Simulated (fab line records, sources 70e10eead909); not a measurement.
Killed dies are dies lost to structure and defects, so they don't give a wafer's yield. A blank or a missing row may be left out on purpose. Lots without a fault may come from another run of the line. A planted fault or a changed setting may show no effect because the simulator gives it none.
Which tool did it? | flow nand_harc | 12 lots, 36 wafers sampled, at 3 steps of a route of 1302

WHAT THE GAUGES READ, wafer by wafer
NHARC_P_M1_THK_MEAS_24: measures by xrf.
lot  | measured     | on            | thk_nm (nm)
L075 | day 6 13:55  | film_metro-02 | 155.3 158.9 157.5
L077 | day 7 18:26  | film_metro-02 | 157.9 156.6 157.2
L079 | day 8 07:28  | film_metro-02 | 156.9 158.2 154.2
L081 | day 9 16:37  | film_metro-02 | 156.9 155.8 157.0
L083 | day 10 06:17 | film_metro-01 | 160.4 158.8 160.8
L085 | day 11 02:11 | film_metro-02 | 160.5 159.5 158.5
L086 | day 11 14:38 | film_metro-01 | 158.7 156.6 156.2
L088 | day 12 07:40 | film_metro-01 | 158.5 160.0 160.1
L091 | day 13 05:46 | film_metro-01 | 158.4 159.4 157.8
L093 | day 14 03:19 | film_metro-02 | 159.7 155.5 158.2
L095 | day 15 08:00 | film_metro-01 | 157.2 156.2 158.8
L096 | day 15 18:43 | film_metro-01 | 158.6 154.4 158.3

WHICH TOOL RAN EACH LOT (tool, then ch and the chambers of the sampled wafers, then the start)
lot  | NHARC_P_M0_CMP_23             | NHARC_P_M1_PRE_CLEAN_30
L075 | cmp-01 ch 1,2,3, day 6 09:38  | pvd_sputter-01, day 6 13:55 or earlier
L077 | cmp-04 ch 1,2, day 7 13:25    | pvd_sputter-01, day 7 18:26 or earlier
L079 | cmp-01 ch 1,2, day 8 02:59    | pvd_sputter-01, day 8 07:28 or earlier
L081 | cmp-01 ch 0,2, day 9 12:10    | pvd_sputter-03, day 9 16:37 or earlier
L083 | cmp-03 ch 0,1,3, day 10 01:51 | pvd_sputter-02, day 10 06:17 or earlier
L085 | cmp-03 ch 0,3, day 10 21:45   | pvd_sputter-01, day 11 02:11 or earlier
L086 | cmp-04 ch 1,2,3, day 11 09:45 | pvd_sputter-03, day 11 14:38 or earlier
L088 | cmp-03 ch 1,2,3, day 12 02:50 | pvd_sputter-03, day 12 07:40 or earlier
L091 | cmp-04 ch 2,3, day 13 01:18   | pvd_sputter-02, day 13 05:46 or earlier
L093 | cmp-03 ch 1,3, day 13 22:22   | pvd_sputter-02, day 14 03:19 or earlier
L095 | cmp-03 ch 0,2,3, day 15 03:34 | pvd_sputter-03, day 15 08:00 or earlier
L096 | cmp-04 ch 2,3, day 15 14:16   | pvd_sputter-02, day 15 18:43 or earlier
- NHARC_P_M0_CMP_23: polishes, t overpolish 20 s, target thk 117.54 nm.
- NHARC_P_M1_PRE_CLEAN_30: time 30 s.

THE ANSWER, worked out from the rows above alone
Rule: what is usual is taken from the lots themselves. Put in order of their means at a reading, lots are off if they are a third of the lots or fewer, leave a main group of 4 or more, and stand apart from it by a gap of 3 or more times the standard deviation of the main group's means; of several such gaps the widest counts. A main group whose means are all the same, to the digits that the tables above print for the reading, isn't used. A lot without any number at a reading at which 4 lots or more have one is off too. The other lots that the step has rows for count as sound.
No lot is off at any reading shown: from this, nothing can be told.

WHAT THE SIMULATOR HAD PUT IN
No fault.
